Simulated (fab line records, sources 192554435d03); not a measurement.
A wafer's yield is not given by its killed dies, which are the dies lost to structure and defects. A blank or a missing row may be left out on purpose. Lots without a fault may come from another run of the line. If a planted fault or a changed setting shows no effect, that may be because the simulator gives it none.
Struck lot and sound lot, side by side    flow n5_finfet    16 steps out of a route of 1938
Sound: the wafers L369.4, L369.5, L369.6. Struck: wafers L371.2, L371.3. (L371.1 of the same lot was not struck and is left out.) The cause comes at the end.
For every step that has rows: the tool of each side, followed by ch and its chambers, followed by its first start. Under that, the readings that differ: sound wafers    struck wafers    difference of the means    sigmas: that difference in standard deviations of wafers without a fault.
alike: readings whose means differ by less than 2 such deviations, and words and numbers that are the same on both sides. not compared: withheld readings, readings that some wafer has no value for, bounds like >300 that may hide the same value, and numbers for which the record gives no deviation and whose values overlap.
A row with sigmas, a row that says differs or no value, or rows on one side alone: a step with any of these is where the two part. Numbers that have no deviation but don't overlap get no sigmas and don't part them. A reading missing from all wafers of one side parts the sides only when that side holds two or more wafers.

first, 1 step without rows for these wafers: N5_BEOL_M2_STRIP_36 (strips in N2/H2).
N5_BEOL_M2_TRENCH_ETCH_37: etches SiOC in C4F6/O2, target depth 55.555 nm, time 29.2 s.
  sound on rie_diel-01 ch 0,1,3; struck on rie_diel-02 ch 0,1
reading                 sound  struck   difference                    sigmas
rf_hours_counter_h (h)  - - -  158 107  no value on the sound wafers  
  alike: drypump_motor_current_A, mfc_ar_sccm, oes_product_au, rf_vpp_V, showerhead_plenum_p_Torr, throttle_valve_pct
N5_BEOL_M2_ETCH_41: etches SiCN in CH3F/O2, target depth 29.9 nm, time 52.5 s.
  sound on rie_diel-01 ch 0,1,3; struck on rie_diel-02 ch 0,1
reading                 sound  struck   difference                    sigmas
rf_hours_counter_h (h)  - - -  158 107  no value on the sound wafers  
  alike: drypump_motor_current_A, mfc_ar_sccm, oes_product_au, rf_vpp_V, showerhead_plenum_p_Torr, throttle_valve_pct
N5_BEOL_M2_STRIP_97: strips in N2/H2, time 10 s.
  sound on rie_diel-01 ch 0,1,3; struck on rie_diel-02 ch 0,1
reading                 sound  struck   difference                    sigmas
rf_hours_counter_h (h)  - - -  158 107  no value on the sound wafers  
  alike: drypump_motor_current_A, oes_product_au, rf_vpp_V, showerhead_plenum_p_Torr, throttle_valve_pct
N5_BEOL_M2_OCD_MEAS_38:
  sound on ocd-02 at day 7 01:59; struck on ocd-02 at day 7 22:25
  alike: trench_depth_nm
then, 4 steps without rows for these wafers: N5_BEOL_M2_HM_STRIP_39 (strips TiN in peroxide tin strip, target depth 25 nm, time 158 s); N5_BEOL_M2_SRD_40 (time 30 s); N5_BEOL_M2_PRECLEAN_42 (cleans in residue remover, time 60 s); N5_BEOL_M2_SRD_43 (time 30 s).
N5_BEOL_M2_CD_MEAS_35: target cd 18 nm, target cd y 22.2 nm.
  sound on cd_sem-02 at day 7 02:08; struck on cd_sem-01 at day 7 22:34
  alike: cd_nm
then, 1 step without rows for these wafers: N5_BEOL_M2_DEGAS_44 (time 60 s).
N5_BEOL_M2_PRE_CLEAN_45: time 30 s.
  sound on pvd_sputter-03 at day 7 02:50; struck on pvd_sputter-03 at day 7 22:40
  alike: heater_power_w
N5_BEOL_M2_ALD_84: deposits TaN, pulse time 2 s, purge time 3 s, co reactant purge time 2 s.
  sound on ald_metal-03 ch 0,1,2, day 7 02:53; struck on ald_metal-03 ch 1,2, day 7 22:43
reading           sound  struck         difference  sigmas
pulse_time_s (s)  2 2 2  1.8893 1.8893  -0.1107     
  alike: heater_power_w
N5_BEOL_M2_SURFACE_TREAT_85:
  sound on pvd_sputter-02 at day 7 03:09; struck on pvd_sputter-03 at day 7 22:57
  not compared: throttle_valve_pct
N5_BEOL_M4_RC_MEAS_101:
  sound on prober-01 ch 0, day 8 03:38; struck on prober-02 ch 0, day 9 03:38
reading        sound              struck       difference  sigmas
DIBL_P (mV/V)  34.1 36.0 33.8     39.3 36.6    +3.3        +2
VT_N (mV)      258.0 254.3 257.9  250.0 252.1  -5.7        -2
  alike: DIBL_N, IOFF_N, IOFF_P, ION_N, ION_P, SS_N, SS_P, VT_P
-- a jump in the record: the struck wafers' starts before and after are 4 days apart (it breaks off in module BEOL_M4 and resumes in module PASSIVATION, where the first step shown is number 1936 of the route) --
N5_PASSIVATION_PROBE_49:
  record: rows for the struck wafers here (prober-02, day 13 05:38), none for the sound ones

## WHERE THEY PART
Last at N5_PASSIVATION_PROBE_49 as far as this record goes, first at N5_BEOL_M2_TRENCH_ETCH_37.

WHY: the cause the simulator had injected
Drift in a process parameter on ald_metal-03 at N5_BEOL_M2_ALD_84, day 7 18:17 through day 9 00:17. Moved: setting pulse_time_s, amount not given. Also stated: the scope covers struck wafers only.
